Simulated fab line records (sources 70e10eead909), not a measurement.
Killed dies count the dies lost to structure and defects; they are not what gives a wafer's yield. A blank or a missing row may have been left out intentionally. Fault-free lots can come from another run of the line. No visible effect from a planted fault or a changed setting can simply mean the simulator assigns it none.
fab line records    flow nand_harc
[record] lots = 11  wafers = 33  last_day = 32
route steps=1302 shown P_CONTACT@242 P_M0@261 END@1302
lots that met no fault: from a run of the same line without faults
start_h: hours from the record's opening day to when the first of the lot's shown wafers began    wait_h: hours from the lot's prior step to this one    " unchanged from the row above    L1.1+2: several wafers, shown together as one row    - value missing, or start not given    * or withheld: withheld    < > ~ a bound
route shown NAME@n: NAME is a module with steps in the file, n the number in the route of the first one    usual: the fault-free wafers' mean and standard deviation    same: alike in all rows    chamber/n: place in a boat    sites: readings site by site    _std_site: the standard deviation of these    _edge_site: mean of outer sites minus mean of inner sites    radius_mm: for every site, how far away it sits from the centre of the wafer    mask NAME#n: copy n    behind: the tool/chamber that last shaped the wafer    hold: the reason the lot was held/the length of the hold in hours/how it ended    device: transistor that didn't switch, given as n, p or np    end of line: the same wafers' tests at the end of the route    where a step has no rows: the recipe by itself    killed: not the wafer's yield, but the dies lost to structure and defects at the first sort    map: shows each die of a wafer: x if killed, . if not, _ if none is there
set.NAME: the setting as run; set.NAME@STEP: as run at that earlier step    model.NAME: the simulator's own value behind a step, which no gauge read
one table for each step of the route and one row for each wafer, over a sample of lots
services: a tool's chamber out of use, with start hour (start_h, from the record's first day; less than 0 if before it), hours out, and reason
[[steps]]
[step NHARC_P_CONTACT_STRIP_28]
[recipe] o2_flow_sccm = 500  ar_flow_sccm = 0  bias_w = 0  chemistry = O2
[usual] drypump_motor_current_A = 5.8/0.33  oes_product_au = 1.000/0.0093  rf_vpp_V = 57.8/0.88  showerhead_plenum_p_Torr = 3.50/0.17  throttle_valve_pct = 17.037/0.008
lot.wafer  tool         chamber  start_h  wait_h  drypump_motor_current_A  oes_product_au  rf_hours_counter_h  rf_vpp_V  showerhead_plenum_p_Torr  throttle_valve_pct
L391.2     rie_diel-09  3        165.37   0.1     5.4                      1.002           0.2                 58.4      3.78                      17.038
L391.1     "            0        "        "       5.8                      0.984           0.3                 57.2      3.35                      17.037
L391.3     "            2        "        "       5.9                      0.998           0.2                 57.9      3.74                      17.054
L392.2     rie_diel-09  2        178.89   0.1     5.9                      0.999           0.6                 58.5      3.74                      17.028
L392.6     "            1        "        "       6.0                      1.014           -                   56.5      3.37                      17.028
L392.5     "            2        "        "       5.9                      0.995           -                   59.0      3.74                      17.036
L394.4     rie_diel-04  0        195.86   0.1     5.7                      1.001           0.8                 56.7      3.57                      17.040
L394.1     "            2        "        "       6.2                      1.009           0.5                 58.1      3.38                      17.030
L394.6     "            0        "        "       5.7                      0.988           -                   57.5      3.57                      17.033
L400.4     rie_diel-09  1        269.85   0.1     6.1                      1.005           3.4                 55.9      3.36                      17.035
L400.2     "            2        "        "       5.9                      1.006           2.6                 57.9      3.74                      17.042
L400.5     "            1        "        "       6.1                      1.002           -                   57.8      3.36                      17.048
L402.1     rie_diel-04  1        277.30   0.1     6.1                      0.992           3.6                 57.4      3.30                      17.046
L402.2     "            3        "        "       6.5                      0.995           5.3                 58.3      3.47                      17.038
L402.6     "            2        "        "       6.2                      1.005           -                   57.5      3.38                      17.033
L401.2     rie_diel-09  0        278.44   0.1     5.8                      0.986           2.4                 57.6      3.35                      17.042
L401.4     "            1        "        "       6.0                      0.991           4.1                 57.5      3.36                      17.032
L401.6     "            0        "        "       5.8                      0.978           -                   57.2      3.35                      17.014
L404.3     rie_diel-09  1        307.23   0.1     6.1                      0.990           4.7                 55.8      3.36                      17.043
L404.4     "            0        "        "       5.8                      0.987           3.1                 56.8      3.35                      17.043
L404.5     "            2        "        "       5.9                      0.993           -                   58.5      3.74                      17.034
L406.2     rie_diel-04  0        314.28   0.1     5.7                      1.017           7.6                 58.3      3.56                      17.029
L406.1     "            3        "        "       6.5                      1.004           8.8                 56.9      3.46                      17.036
L406.6     "            0        "        "       5.7                      1.018           -                   57.4      3.56                      17.043
L405.4     rie_diel-04  0        314.53   0.1     5.7                      1.014           7.6                 57.8      3.56                      17.045
L405.3     "            2        "        "       6.2                      1.000           8.0                 58.6      3.38                      17.043
L405.5     "            3        "        "       6.5                      0.998           -                   56.7      3.46                      17.042
L407.2     rie_diel-10  1        325.89   0.1     5.5                      1.005           1.2                 58.3      3.46                      17.031
L407.6     "            3        "        "       5.0                      1.005           -                   57.8      3.33                      17.031
L407.5     "            0        "        "       5.6                      1.007           -                   59.1      3.76                      17.045
L408.3     rie_diel-09  1        336.93   0.1     6.0                      0.992           0.1                 56.1      3.36                      17.049
L408.1     "            3        "        "       5.4                      0.995           0.1                 58.8      3.77                      17.030
L408.6     "            2        "        "       5.9                      1.004           -                   59.1      3.73                      17.049
[step NHARC_P_CONTACT_CMP_24]
[recipe] t_overpolish_s = 30  target_thk_nm = 200
[usual] motor_current_A = 12.5/1.2  overpolish_run_s = 30.001/0.0087  time_to_endpoint_s = 41/3.8
lot.wafer  tool    chamber  start_h  wait_h  motor_current_A  overpolish_run_s  time_to_endpoint_s
L391.3     cmp-04  1        167.66   0.7     12.8             29.992            43
L391.2     "       2        "        "       14.2             30.013            40
L391.1     "       3        "        "       10.8             29.998            42
L392.2     cmp-04  0        180.62   0.6     12.0             29.996            40
L392.5     "       3        "        "       11.1             30.000            40
L392.6     "       0        "        "       12.1             29.988            40
L394.1     cmp-02  0        197.69   0.5     13.2             29.996            38
L394.4     "       1        "        "       12.9             29.986            33
L394.6     "       3        "        "       12.3             30.011            38
L400.2     cmp-04  0        271.91   0.5     12.2             30.014            39
L400.4     "       1        "        "       13.7             29.994            42
L400.5     "       0        "        "       12.4             29.997            39
L402.1     cmp-02  3        279.04   0.6     12.9             30.014            45
L402.2     "       0        "        "       13.8             29.990            49
L402.6     "       0        "        "       13.3             29.999            46
L401.2     cmp-02  3        280.21   0.5     12.9             30.005            44
L401.4     "       2        "        "       11.3             29.994            42
L401.6     "       3        "        "       12.6             29.999            44
L404.4     cmp-01  1        308.96   0.3     10.1             29.996            34
L404.3     "       2        "        "       13.1             29.996            40
L404.5     "       2        "        "       14.0             30.001            41
L406.2     cmp-01  1        316.02   0.5     10.1             30.001            33
L406.1     "       2        "        "       12.9             30.008            38
L406.6     "       1        "        "       9.9              29.987            31
L405.4     cmp-02  3        316.27   0.3     12.6             30.010            50
L405.3     "       1        "        "       12.8             30.003            42
L405.5     "       2        "        "       11.0             30.009            46
L407.2     cmp-01  2        327.62   0.5     12.5             29.988            40
L407.6     "       1        "        "       10.0             29.994            37
L407.5     "       2        "        "       13.4             30.000            41
L408.3     cmp-04  1        338.68   0.3     14.0             29.995            45
L408.1     "       2        "        "       13.6             29.998            40
L408.6     "       0        "        "       12.2             30.001            41
[step NHARC_P_M0_PEB_07]
[recipe] peb_temp_c = 100  peb_time_s = 65
[usual] heater_power_total_W = 156.7/0.4
lot.wafer  tool            chamber  start_h  wait_h  heater_power_total_W
L391.1     litho_track-01  0        168.89   0.1     162.8
L391.2     "               0        "        "       162.2
L391.3     "               0        "        "       162.6
L392.2     litho_track-01  0        181.82   0.1     162.8
L392.5     "               0        "        "       162.8
L392.6     "               0        "        "       162.9
L394.1     litho_track-01  0        198.74   0.1     161.6
L394.4     "               0        "        "       161.9
L394.6     "               0        "        "       162.9
L400.2     litho_track-01  0        273.15   0.1     157.0
L400.4     "               0        "        "       156.7
L400.5     "               0        "        "       156.6
L402.1     litho_track-01  0        280.27   0.1     156.0
L402.2     "               0        "        "       156.7
L402.6     "               0        "        "       155.9
L401.2     litho_track-06  0        281.73   0.1     156.0
L401.4     "               0        "        "       156.5
L401.6     "               0        "        "       156.6
L404.3     litho_track-06  0        310.18   0.1     157.1
L404.4     "               0        "        "       156.1
L404.5     "               0        "        "       156.3
L406.1     litho_track-06  0        317.25   0.1     157.2
L406.2     "               0        "        "       157.1
L406.6     "               0        "        "       157.0
L405.3     litho_track-06  0        317.52   0.0     156.5
L405.4     "               0        "        "       156.7
L405.5     "               0        "        "       156.7
L407.2     litho_track-01  0        328.82   0.1     156.2
L407.5     "               0        "        "       156.7
L407.6     "               0        "        "       157.1
L408.1     litho_track-01  0        339.76   0.1     156.1
L408.3     "               0        "        "       156.7
L408.6     "               0        "        "       156.1
[step NHARC_P_M0_CD_MEAS_09]
[recipe] target_cd_nm = 90  landing_energy_ev = 500
[usual] cd_nm = 89.9/0.7
lot.wafer  tool       chamber  start_h  wait_h  cd_nm
L391.1     cd_sem-01  0        168.96   -       87.2
L391.2     "          0        "        "       87.0
L391.3     "          0        "        "       86.9
L392.2     cd_sem-01  0        181.90   -       87.5
L392.5     "          0        "        "       87.5
L392.6     "          0        "        "       86.9
L394.1     cd_sem-01  0        198.82   -       87.5
L394.4     "          0        "        "       87.5
L394.6     "          0        "        "       87.9
L400.2     cd_sem-02  0        273.23   -       89.4
L400.4     "          0        "        "       89.7
L400.5     "          0        "        "       89.9
L402.1     cd_sem-01  0        280.34   -       90.2
L402.2     "          0        "        "       89.0
L402.6     "          0        "        "       90.1
L401.2     cd_sem-01  0        281.81   -       89.5
L401.4     "          0        "        "       90.8
L401.6     "          0        "        "       89.7
L404.3     cd_sem-03  0        310.27   -       89.3
L404.4     "          0        "        "       90.0
L404.5     "          0        "        "       89.8
L406.1     cd_sem-01  0        317.32   -       91.0
L406.2     "          0        "        "       89.5
L406.6     "          0        "        "       90.2
L405.3     cd_sem-02  0        317.60   -       90.0
L405.4     "          0        "        "       88.8
L405.5     "          0        "        "       90.2
L407.2     cd_sem-01  0        328.90   -       88.9
L407.5     "          0        "        "       88.2
L407.6     "          0        "        "       89.2
L408.1     cd_sem-03  0        339.83   -       89.3
L408.3     "          0        "        "       88.6
L408.6     "          0        "        "       88.7
[step NHARC_P_M0_DESCUM_14]
[recipe] time_s = 3  o2_flow_sccm = 200  ar_flow_sccm = 0  bias_power_w = 0  chemistry = O2
[usual] drypump_motor_current_A = 5.6/0.48  oes_product_au = 1.003/0.0092  rf_vpp_V = 58.0/0.81  showerhead_plenum_p_Torr = 1.97/0.042  throttle_valve_pct = 11.310/0.0092
[same] time_s = 3
lot.wafer  tool         chamber  start_h  wait_h  drypump_motor_current_A  oes_product_au  rf_hours_counter_h  rf_vpp_V  showerhead_plenum_p_Torr  throttle_valve_pct
L391.1     rie_diel-05  1        169.16   0.1     4.7                      1.009           31                  59.7      1.92                      11.307
L391.3     "            2        "        "       5.9                      1.006           32                  59.2      1.95                      11.311
L391.2     "            3        "        "       5.7                      1.011           31                  58.2      1.97                      11.305
L392.2     rie_diel-13  3        182.10   0.1     5.2                      1.014           1                   59.1      1.98                      11.311
L392.6     "            2        "        "       6.0                      1.015           -                   58.5      2.01                      11.303
L392.5     "            3        "        "       5.2                      1.015           -                   59.6      1.98                      11.313
L394.1     rie_diel-13  0        199.01   0.1     5.8                      0.989           3                   57.9      1.92                      11.308
L394.4     "            2        "        "       6.0                      1.003           3                   59.1      2.01                      11.315
L394.6     "            0        "        "       5.8                      0.988           -                   56.4      1.92                      11.305
L400.4     rie_diel-02  0        273.43   0.1     4.9                      0.993           15                  59.6      2.01                      11.314
L400.2     "            1        "        "       6.1                      0.994           14                  57.0      2.05                      11.316
L400.5     "            3        "        "       5.1                      1.012           -                   57.9      1.86                      11.318
L402.1     rie_diel-13  1        280.53   0.1     6.1                      0.991           20                  57.4      1.97                      11.304
L402.2     "            3        "        "       5.2                      1.018           20                  58.0      1.97                      11.299
L402.6     "            1        "        "       6.1                      1.010           -                   58.8      1.97                      11.307
L401.4     rie_diel-13  0        282.01   0.1     5.8                      0.998           20                  58.2      1.92                      11.307
L401.2     "            1        "        "       6.1                      0.997           20                  57.6      1.97                      11.300
L401.6     "            3        "        "       5.2                      0.994           -                   58.2      1.97                      11.316
L404.4     rie_diel-13  1        310.46   0.1     6.1                      1.007           24                  57.5      1.97                      11.320
L404.3     "            3        "        "       5.2                      1.010           23                  56.8      1.97                      11.307
L404.5     "            0        "        "       5.8                      1.011           -                   58.3      1.92                      11.318
L406.2     rie_diel-05  0        317.52   0.1     4.7                      1.007           25                  58.7      2.05                      11.309
L406.1     "            1        "        "       4.7                      1.008           29                  58.3      1.91                      11.319
L406.6     "            1        "        "       4.7                      1.009           -                   58.4      1.91                      11.319
L405.3     rie_diel-13  0        317.78   0.1     5.8                      1.009           25                  59.3      1.91                      11.286
L405.4     "            2        "        "       6.0                      1.004           24                  58.8      2.00                      11.317
L405.5     "            1        "        "       6.1                      1.009           -                   58.5      1.97                      11.310
L407.2     rie_diel-13  0        329.10   0.1     5.8                      1.016           26                  58.2      1.91                      11.293
L407.6     "            2        "        "       6.0                      1.019           -                   58.6      2.00                      11.324
L407.5     "            3        "        "       5.2                      1.007           -                   59.5      1.97                      11.312
L408.3     rie_diel-13  3        340.02   0.1     5.2                      1.009           27                  57.2      1.97                      11.296
L408.1     "            2        "        "       6.0                      1.002           27                  57.6      2.00                      11.307
L408.6     "            0        "        "       5.8                      1.004           -                   58.6      1.91                      11.318
[step NHARC_END_SORT_01]
[recipe] temp_c = 25
[usual] defect_limited_yield = 91.6/2.8  killed_at_array = 52/18  killed_at_other = 0.6/1.1  killed_at_periphery = 3.7/2.4  killed_dies = 57/19  killed_open = 3.1/1.7  killed_short = 2.5/1.7  sort_bin_2_pct = 3.0/1.2  sort_bin_3_pct = 0.6/0.38  sort_bin_4_pct = 4.8/1.7  sort_n_pass = 620/19  sort_rim_yield_pct = 91/4.1  sort_yield_pct = 91.6/2.8
[same] gross_dies = 677  sort_bin_5_pct[%] = 0  sort_bin_6_pct[%] = 0  sort_bin_7_pct[%] = 0  sort_bin_8_pct[%] = 0  sort_rim_n_gross = 106.00
lot.wafer  tool       chamber  start_h  wait_h  defect_limited_yield[%]  killed_at_array  killed_at_other  killed_at_periphery  killed_dies  killed_open  killed_short  sort_bin_2_pct[%]  sort_bin_3_pct[%]  sort_bin_4_pct[%]  sort_n_pass  sort_rim_yield_pct[%]  sort_yield_pct[%]
L401.2     prober-02  0        733.91   2.8     93.6                     41               1                1                    43           4            9             1.6                0.6                4.1                634          93                     93.6
L401.4     prober-02  0        735.50   3.4     95.6                     22               3                5                    30           4            1             1.5                0.1                2.8                647          97                     95.6
L401.6     prober-02  0        737.10   4.0     95.4                     25               1                5                    31           4            0             1.3                0.3                3.0                646          97                     95.4
L400.2     prober-01  0        738.36   2.8     92.2                     43               1                9                    53           6            3             3.0                0                  4.9                624          92                     92.2
L400.4     prober-01  0        739.97   3.4     92.2                     50               0                3                    53           1            5             2.2                0.6                5.0                624          96                     92.2
L400.5     prober-01  0        740.78   3.7     91.6                     50               0                7                    57           4            5             3.5                0.6                4.3                620          88                     91.6
L406.1     prober-01  0        750.46   2.5     95.1                     27               2                4                    33           6            3             2.2                0.3                2.4                644          92                     95.1
L406.2     prober-01  0        751.23   2.8     92.5                     46               0                5                    51           2            4             3.1                0.7                3.7                626          94                     92.5
L406.6     prober-01  0        754.33   3.9     92.9                     47               0                1                    48           3            2             2.8                0.1                4.1                629          92                     92.9
L404.3     prober-02  0        752.03   3.1     89.5                     63               0                8                    71           7            0             5.0                1.3                4.1                606          92                     89.5
L404.4     prober-02  0        752.82   3.4     89.4                     62               0                10                   72           1            5             3.5                0.9                6.2                605          90                     89.4
L404.5     prober-02  0        753.61   3.7     91.3                     53               0                6                    59           4            3             2.7                1.2                4.9                618          93                     91.3
L405.3     prober-01  0        764.83   3.1     88.0                     77               0                4                    81           7            1             4.4                1.0                6.5                596          92                     88.0
L405.4     prober-01  0        765.63   3.4     88.9                     71               0                4                    75           4            3             4.6                0.7                5.8                602          93                     88.9
L405.5     prober-01  0        766.43   3.7     91.4                     53               0                5                    58           6            0             2.5                0.6                5.5                619          94                     91.4
L408.1     prober-01  0        770.96   2.4     87.1                     76               0                11                   87           3            1             4.1                1.0                7.7                590          88                     87.1
L408.3     prober-01  0        772.57   3.1     84.3                     95               2                9                    106          4            0             5.0                0.4                10.2               571          84                     84.3
L408.6     prober-01  0        774.99   4.0     86.0                     91               0                4                    95           1            1             5.2                1.8                7.1                582          89                     86.0
L407.2     prober-02  0        773.00   2.8     89.4                     62               2                8                    72           5            4             4.3                0.4                5.9                605          91                     89.4
L407.5     prober-02  0        775.37   3.7     88.0                     73               0                8                    81           6            4             4.1                0.9                6.9                596          93                     88.0
L407.6     prober-02  0        776.16   4.0     90.8                     54               1                7                    62           1            3             3.0                1.2                5.0                615          90                     90.8
// killed by level:class
L401.2 A_CHANNEL_HOLE_D1:chamber_film_flake=10 A_SLIT:chamber_film_flake=9 A_CONTACT:chamber_film_flake=4 A_STAIRCASE:chamber_film_flake=3 A_DECK1_JOINT:geometric_particle:short=2 A_SOURCE_PLATE:geometric_particle:open=1 A_ONON_D1:geometric_particle:open=1 A_CHANNEL_HOLE_D1:geometric_particle:short=1
L401.4 A_CHANNEL_HOLE_D1:chamber_film_flake=9 A_SLIT:chamber_film_flake=5 P_M2:chamber_film_flake=3 A_CONTACT:chamber_film_flake=3 A_CHANNEL_FILL_D2:geometric_particle:open=2 THIN_TSV:chamber_film_flake=2 P_M2:geometric_particle:open=1 A_ONON_D1:geometric_particle:open=1
L401.6 A_CHANNEL_HOLE_D1:chamber_film_flake=9 A_SLIT:chamber_film_flake=6 A_STAIRCASE:chamber_film_flake=3 A_M0:geometric_particle:open=2 P_GATE:chamber_film_flake=2 A_WL_FILL:chamber_film_flake=2 P_M0:geometric_particle:open=1 A_CHANNEL_FILL_D1:geometric_particle:open=1
L400.2 A_CHANNEL_HOLE_D2:chamber_film_flake=19 A_CHANNEL_HOLE_D1:chamber_film_flake=7 P_M1:chamber_film_flake=5 A_STAIRCASE:chamber_film_flake=4 A_SLIT:chamber_film_flake=3 A_DECK1_JOINT:geometric_particle:open=2 A_ONON_D2:geometric_particle:short=2 A_M0:geometric_particle:open=2
L400.4 A_CHANNEL_HOLE_D2:chamber_film_flake=22 A_CHANNEL_HOLE_D1:chamber_film_flake=9 A_CONTACT:chamber_film_flake=6 A_STAIRCASE:chamber_film_flake=4 A_ONON_D1:geometric_particle:short=2 A_CHANNEL_FILL_D1:geometric_particle:short=2 A_ONON_D1:geometric_particle:open=1 A_CHANNEL_HOLE_D2:geometric_particle:short=1
L400.5 A_CHANNEL_HOLE_D2:chamber_film_flake=19 A_STAIRCASE:chamber_film_flake=7 A_CHANNEL_HOLE_D1:chamber_film_flake=6 A_CONTACT:chamber_film_flake=5 P_CONTACT:chamber_film_flake=4 A_SLIT:chamber_film_flake=4 A_CHANNEL_HOLE_D1:geometric_particle:short=3 P_M1:chamber_film_flake=2
L406.1 A_CHANNEL_HOLE_D1:chamber_film_flake=17 P_M0:geometric_particle:open=2 A_CHANNEL_HOLE_D2:chamber_film_flake=2 P_GATE:geometric_particle:open=1 P_M0:geometric_particle:short=1 A_SOURCE_PLATE:geometric_particle:open=1 A_ONON_D1:geometric_particle:short=1 A_SGD_CUT:geometric_particle:open=1
L406.2 A_CHANNEL_HOLE_D1:chamber_film_flake=26 A_CONTACT:chamber_film_flake=5 A_M1:chamber_film_flake=4 P_GATE:chamber_film_flake=3 A_SLIT:chamber_film_flake=3 P_M1:geometric_particle:short=2 A_WL_FILL:chamber_film_flake=2 A_ONON_D1:geometric_particle:short=1
L404.3 A_SLIT:chamber_film_flake=24 A_CHANNEL_HOLE_D2:chamber_film_flake=16 A_CHANNEL_HOLE_D1:chamber_film_flake=11 A_STAIRCASE:chamber_film_flake=4 P_M2:chamber_film_flake=3 A_DECK1_JOINT:chamber_film_flake=3 P_GATE:chamber_film_flake=2 P_GATE:geometric_particle:open=1
L404.4 A_SLIT:chamber_film_flake=25 A_CHANNEL_HOLE_D2:chamber_film_flake=16 A_CHANNEL_HOLE_D1:chamber_film_flake=12 P_M2:chamber_film_flake=5 P_GATE:chamber_film_flake=3 A_STAIRCASE:chamber_film_flake=3 A_ONON_D2:geometric_particle:short=2 P_M1:geometric_particle:short=1
L404.5 A_SLIT:chamber_film_flake=27 A_CHANNEL_HOLE_D2:chamber_film_flake=12 A_CHANNEL_HOLE_D1:chamber_film_flake=6 P_GATE:chamber_film_flake=3 A_WL_FILL:geometric_particle:short=2 P_M2:chamber_film_flake=2 P_CONTACT:geometric_particle:open=1 A_ONON_D1:geometric_particle:open=1
L406.6 A_CHANNEL_HOLE_D1:chamber_film_flake=28 A_SLIT:chamber_film_flake=5 A_STAIRCASE:chamber_film_flake=3 A_CONTACT:chamber_film_flake=2 A_ONON_D1:geometric_particle:short=1 A_ONON_D2:geometric_particle:open=1 A_CHANNEL_FILL_D2:geometric_particle:open=1 A_CHANNEL_FILL_D2:geometric_particle:short=1
L405.3 A_CHANNEL_HOLE_D2:chamber_film_flake=23 A_SLIT:chamber_film_flake=22 A_CHANNEL_HOLE_D1:chamber_film_flake=12 A_CONTACT:chamber_film_flake=8 A_ONON_D2:geometric_particle:open=3 P_M1:geometric_particle:open=2 A_CHANNEL_FILL_D1:chamber_film_flake=2 A_SGD_CUT:chamber_film_flake=2
L405.4 A_CHANNEL_HOLE_D2:chamber_film_flake=25 A_SLIT:chamber_film_flake=22 A_CHANNEL_HOLE_D1:chamber_film_flake=8 P_GATE:chamber_film_flake=4 A_CONTACT:chamber_film_flake=4 A_M1:chamber_film_flake=4 A_ONON_D1:geometric_particle:short=1 A_ONON_D1:geometric_particle:open=1
L405.5 A_SLIT:chamber_film_flake=20 A_CHANNEL_HOLE_D1:chamber_film_flake=15 A_CHANNEL_HOLE_D2:chamber_film_flake=10 A_BLC:geometric_particle:open=3 P_GATE:chamber_film_flake=3 A_CONTACT:chamber_film_flake=3 P_GATE:geometric_particle:open=1 P_M1:geometric_particle:open=1
L408.1 A_SLIT:chamber_film_flake=27 A_CHANNEL_HOLE_D2:chamber_film_flake=21 P_GATE:chamber_film_flake=11 A_CONTACT:chamber_film_flake=7 A_CHANNEL_HOLE_D1:chamber_film_flake=5 A_STAIRCASE:chamber_film_flake=5 A_SGD_CUT:chamber_film_flake=4 A_WL_FILL:geometric_particle:open=2
L408.3 A_SLIT:chamber_film_flake=33 A_CHANNEL_HOLE_D2:chamber_film_flake=25 A_CONTACT:chamber_film_flake=12 A_CHANNEL_HOLE_D1:chamber_film_flake=8 P_GATE:chamber_film_flake=5 A_STAIRCASE:chamber_film_flake=5 P_ZERO_WELL:chamber_film_flake=3 A_CHANNEL_HOLE_D1:unspecified=3
L407.2 A_SLIT:chamber_film_flake=25 A_CHANNEL_HOLE_D1:chamber_film_flake=16 A_CONTACT:chamber_film_flake=11 P_GATE:chamber_film_flake=3 A_CHANNEL_FILL_D1:geometric_particle:short=2 P_ZERO_WELL:chamber_film_flake=2 A_STAIRCASE:chamber_film_flake=2 P_GATE:geometric_particle:short=1
L408.6 A_SLIT:chamber_film_flake=34 A_CHANNEL_HOLE_D2:chamber_film_flake=28 A_CONTACT:chamber_film_flake=11 A_CHANNEL_HOLE_D1:chamber_film_flake=5 A_STAIRCASE:chamber_film_flake=4 A_CHANNEL_FILL_D2:chamber_film_flake=3 P_ZERO_WELL:chamber_film_flake=2 P_GATE:chamber_film_flake=2
L407.5 A_SLIT:chamber_film_flake=34 A_CHANNEL_HOLE_D1:chamber_film_flake=11 A_STAIRCASE:chamber_film_flake=7 A_CONTACT:chamber_film_flake=6 P_GATE:chamber_film_flake=5 A_WL_FILL:chamber_film_flake=3 A_WL_FILL:geometric_particle:open=2 A_DECK1_JOINT:chamber_film_flake=2
L407.6 A_SLIT:chamber_film_flake=30 A_CHANNEL_HOLE_D1:chamber_film_flake=7 A_CONTACT:chamber_film_flake=6 P_GATE:chamber_film_flake=5 A_STAIRCASE:chamber_film_flake=4 A_CHANNEL_FILL_D1:geometric_particle:short=2 A_DECK1_JOINT:chamber_film_flake=2 P_STI:geometric_particle:short=1
[[services]]
tool            chamber  start_h  hours  kind
rie_diel-09     -        143.10   9.0    pm
cmp-02          -        144.11   29.0   repair
litho_track-01  -        155.00   7.0    pm
rie_diel-04     2        159.95   16.0   repair
rie_diel-13     -        165.09   9.0    pm
rie_diel-04     -        177.90   9.0    pm
litho_track-06  -        179.00   7.0    pm
cmp-02          -        182.35   4.2    repair
cmp-04          -        183.35   1.2    repair
cmp-04          -        194.54   0.3    repair
cmp-02          -        200.26   2.6    repair
cmp-04          -        209.00   4.0    pm
cmp-02          -        212.58   0.4    repair
rie_diel-09     0        217.04   7.0    repair
rie_diel-09     0        224.60   40.6   repair
cmp-02          -        232.51   4.0    pm
rie_diel-09     1        237.58   6.7    repair
rie_diel-09     2        239.99   12.1   repair
rie_diel-09     -        246.21   0.8    repair
cmp-02          -        279.68   0.3    repair
cmp-04          -        307.00   4.0    pm
rie_diel-09     -        320.10   9.0    pm
rie_diel-13     -        325.27   0.3    repair
litho_track-01  -        330.00   7.0    pm
[[key]]
[first_sign] step = NHARC_P_M0_PEB_07  reading = heater_power_total_W  direction = up  sigmas = 15  usual = *  struck = *
[effect] step = NHARC_P_M0_CD_MEAS_09  reading = cd_nm  direction = down  sigmas = 3.7  usual = 89.9  struck = 87.3  through = control_loop
met_at NHARC_P_M0_PEB_07
struck_lots L391,L392,L394
[loop_trim] step = NHARC_P_M0_EXPOSE_06  setting = dose  lots = L394
not_acting_at NHARC_P_CONTACT_STRIP_28,NHARC_P_CONTACT_CMP_24,NHARC_P_M0_DESCUM_14
[fault] kind = process_parameter_drift  tool = litho_track-01  chamber = -  onset_h = 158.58  steps = NHARC_P_M0_PEB_07  channel = peb_time_s  offset = *  shape = step  end_h = 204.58  acts_in = *  stated = *
// loop_trim: a control loop set the setting to another value than it would have without faults
